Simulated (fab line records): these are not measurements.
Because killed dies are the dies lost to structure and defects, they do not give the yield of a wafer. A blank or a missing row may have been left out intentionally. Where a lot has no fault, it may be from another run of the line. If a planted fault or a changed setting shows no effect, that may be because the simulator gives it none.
Problem report, 8D (eight disciplines) form, completed by code    flow nandHarc    the parts of the form that need people (team, actions taken, sign-off) are left out

1. PROBLEM STATEMENT
cdNm at NHARC_A_SLIT_CD_MEAS_09 reads a mean of 285.7 nm on 6 wafers of 2 lots; wafers without a fault read 299.9 nm with a standard deviation of 0.58. That is -25 standard deviations from the usual mean.
The step: target cd 300 nm.
First observed at day 26 19:54: wafer L733.1, on cdSem-01. The record has a number at this step for 33 wafers belonging to 11 lots. The rule behind "out" and "out of limits": a value lying over 4 standard deviations away from the usual mean. Any other wafer with a number is counted as sound.

2. WHAT IT IS AND WHAT IT IS NOT
question                     is                      is not
which readings at this step  cdNm                    -
which lots                   L733, L736              L715, L716, L717, L718, L719, L722, L723, L724, L730
which wafers of those lots   all that have a number  -
read on which gauges         cdSem-01, cdSem-03      cdSem-02
when                         from day 26 19:54       up to then (27 sound wafers)

3. WHAT RULES OUT EACH SUSPECT
Counting: any tool at a process step up to the reading is kept as a suspect provided that every lot that is out went through it and no sound lot did after the first of them.
- ruled out: the gauge at NHARC_A_SLIT_CD_MEAS_09. The wafers that are out were read on 2 gauges (cdSem-01, cdSem-03).
- rieDiel-01 at NHARC_A_SGD_CUT_STRIP_28 (strips in O2, time 20 s): kept. Every lot that is out went through it, starting with L733 (day 26 13:06), and after that it ran no sound lot; the last sound lot it ran before then is L716 (day 19 23:41). Because NHARC_A_SGD_CUT_STRIP_28 lacks a start for some lots, the hours and order of its lots are taken from NHARC_A_SGD_CUT_INSPECT_25.
- arfiScanner-01 at NHARC_A_SLIT_EXPOSE_06 (exposes mask SLIT): kept. Every lot that is out went through it, starting with L733 (day 26 19:46), and after that it ran no sound lot; the last sound lot it ran before then is L730 (day 26 00:46). Its own readings are out on those wafers: exposureDoseMJCm2.
After counting, rieDiel-01 at NHARC_A_SGD_CUT_STRIP_28 and arfiScanner-01 at NHARC_A_SLIT_EXPOSE_06 remain.

4. THE CAUSE (what the simulator had put in)
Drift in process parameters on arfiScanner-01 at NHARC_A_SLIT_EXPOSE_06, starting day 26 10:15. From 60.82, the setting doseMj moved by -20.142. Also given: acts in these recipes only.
Counting leaves 2 suspects; this tool is one of them.

5. THE CHAIN OF EFFECTS, in route order
Each row: a reading whose mean over the struck wafers that have a number lies more than 3 standard deviations from the usual. Readings are gone through only where the record gives a usual standard deviation; hours: the median, over the lots, of the time from a lot's start at the first step in this table giving one to that lot's start at this step; sigmas: the change measured in usual standard deviations.
hours  step                     reading            usual     on struck wafers  change  sigmas
0      NHARC_A_SLIT_EXPOSE_06   exposureDoseMJCm2  60.77     42.62             -18.15  -99 or more
0      NHARC_A_SLIT_CD_MEAS_09  cdNm               299.9 nm  285.7             -14.2   -25
Process steps it contains:
- NHARC_A_SLIT_EXPOSE_06: exposes mask SLIT.
At these later measuring or inspecting steps, every struck wafer for which the step has a row has a number for every such reading, and none has moved that far: NHARC_END_SORT_01.

6. HOW IT WOULD HAVE BEEN CAUGHT EARLIER
The first out-of-limits reading at a measuring or inspecting step in this record came at day 26 19:54, 10 hours after the fault's start at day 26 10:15.
Tool's own readings at NHARC_A_SLIT_EXPOSE_06, exposureDoseMJCm2: out on all struck wafers the step has rows for; an alarm limit on them would have tripped on the first.
L736, from the lots that are out (2), started NHARC_A_SLIT_EXPOSE_06 on arfiScanner-01 later than day 26 19:54. Putting the tool on hold at that point would have spared it.
